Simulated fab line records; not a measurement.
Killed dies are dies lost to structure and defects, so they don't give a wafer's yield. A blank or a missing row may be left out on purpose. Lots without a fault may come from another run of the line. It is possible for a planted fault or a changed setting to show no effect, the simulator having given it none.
Comparing a struck lot with a sound one | flow n5Finfet | 16 out of 1938 route steps
Sound: the wafers L878.4, L878.5, L878.6. Wafers L893.2, L893.3, L893.5 were the ones struck. Last of all comes the cause.
Each step with rows lists, per side, the tool, then ch with its chambers, then its first start. Under that, the readings that differ: sound wafers | struck wafers | difference of the means | sigmas: that difference in standard deviations of wafers without a fault.
alike: same words and numbers on both sides, and readings whose means sit less than 2 such deviations apart. not compared: any withheld reading, any reading some wafer has no value for, any bound like >300 that may hide the same value, and any number with overlapping values for which the record gives no deviation.
Wherever a step has rows on one side only, a row that says differs or no value, or a row with sigmas, the two part there. Numbers that don't overlap but have no deviation are shown without sigmas and don't part them. A reading that every wafer of one side lacks parts them only if that side has two wafers or more.

first, 2 steps without rows for these wafers: N5_BEOL_M3_STRIP_65 (strips in N2/H2); N5_BEOL_M3_STRIP_75 (strips in N2/H2).
N5_BEOL_M3_STRIP_66: strips in CF4.
  sound on rieDiel-02 ch 0,2,3, day 7 20:22; struck on rieDiel-05 ch 1,3, day 12 01:37
  alike: drypumpMotorCurrentA, oesProductAu, rfVppV, showerheadPlenumPTorr, throttleValvePct
  not compared: rfHoursCounterH
N5_BEOL_M3_HM_OPEN_17: chemistry Cl2/BCl3, target TiN, target depth 20 nm, overetch 6 nm.
  sound on rieMetal-02 ch 0, day 7 20:29; struck on rieMetal-03 ch 0,1, day 12 01:40
  alike: bcl3FlowSccm, drypumpMotorCurrentA, oesProductAu, throttleValvePct
  not compared: rfHoursCounterH
N5_BEOL_M3_STRIP_19: strips in O2.
  sound on rieDiel-02 ch 0,2,3, day 7 20:41; struck on rieDiel-01 ch 1,3, day 12 01:46
  alike: drypumpMotorCurrentA, oesProductAu, rfVppV, showerheadPlenumPTorr, throttleValvePct
  not compared: rfHoursCounterH
N5_BEOL_M3_CD_MEAS_18: pitch 36 nm, target cd 18 nm.
  struck on cdSem-01, day 12 01:51; sound on cdSem-02, day 7 20:46
  alike: cdNm
then, 6 steps without rows for these wafers: N5_BEOL_M3_COAT_67 (time 60 s, resist thk 60 nm); N5_BEOL_M3_COAT_68 (time 60 s, resist thk 12 nm); N5_BEOL_M3_COAT_76 (time 60 s, resist thk 5 nm); N5_BEOL_M3_COAT_22 (resist thk 30 nm); N5_BEOL_M3_EBR_24; N5_BEOL_M3_SOFTBAKE_23 (time 60 s).
N5_BEOL_M3_EXPOSE_25: exposes mask V2, defocus 5 nm.
  sound on euvScanner-02 ch 0, day 7 21:05; struck on euvScanner-01 ch 0, day 12 02:10
reading           | sound             | struck            | difference | sigmas
exposureDoseMJCm2 | 62.76 62.74 62.67 | 64.35 64.38 64.43 | +1.66      | +21
  alike: mask
then, 1 step without rows for these wafers: N5_BEOL_M3_PEB_26 (peb time 60 s).
N5_BEOL_M4_RC_MEAS_101:
  sound on prober-02 ch 0, day 8 19:16; struck on prober-02 ch 0, day 12 22:29
reading   | sound          | struck         | difference | sigmas
VT_N (mV) | 252 256 253    | 244 250 247    | -7         | -2
VT_P (mV) | -256 -258 -254 | -248 -248 -246 | +9         | +2
  alike: DIBL_N, DIBL_P, IOFF_N, IOFF_P, ION_N, ION_P, SS_N, SS_P
N5_PASSIVATION_PROBE_49:
  the record holds rows for the sound wafers here (prober-01, day 13 05:38) but none for the struck ones

## WHERE THEY PART
First at N5_BEOL_M3_EXPOSE_25; last, within this record, at N5_PASSIVATION_PROBE_49.

WHY: whatever the simulator had introduced
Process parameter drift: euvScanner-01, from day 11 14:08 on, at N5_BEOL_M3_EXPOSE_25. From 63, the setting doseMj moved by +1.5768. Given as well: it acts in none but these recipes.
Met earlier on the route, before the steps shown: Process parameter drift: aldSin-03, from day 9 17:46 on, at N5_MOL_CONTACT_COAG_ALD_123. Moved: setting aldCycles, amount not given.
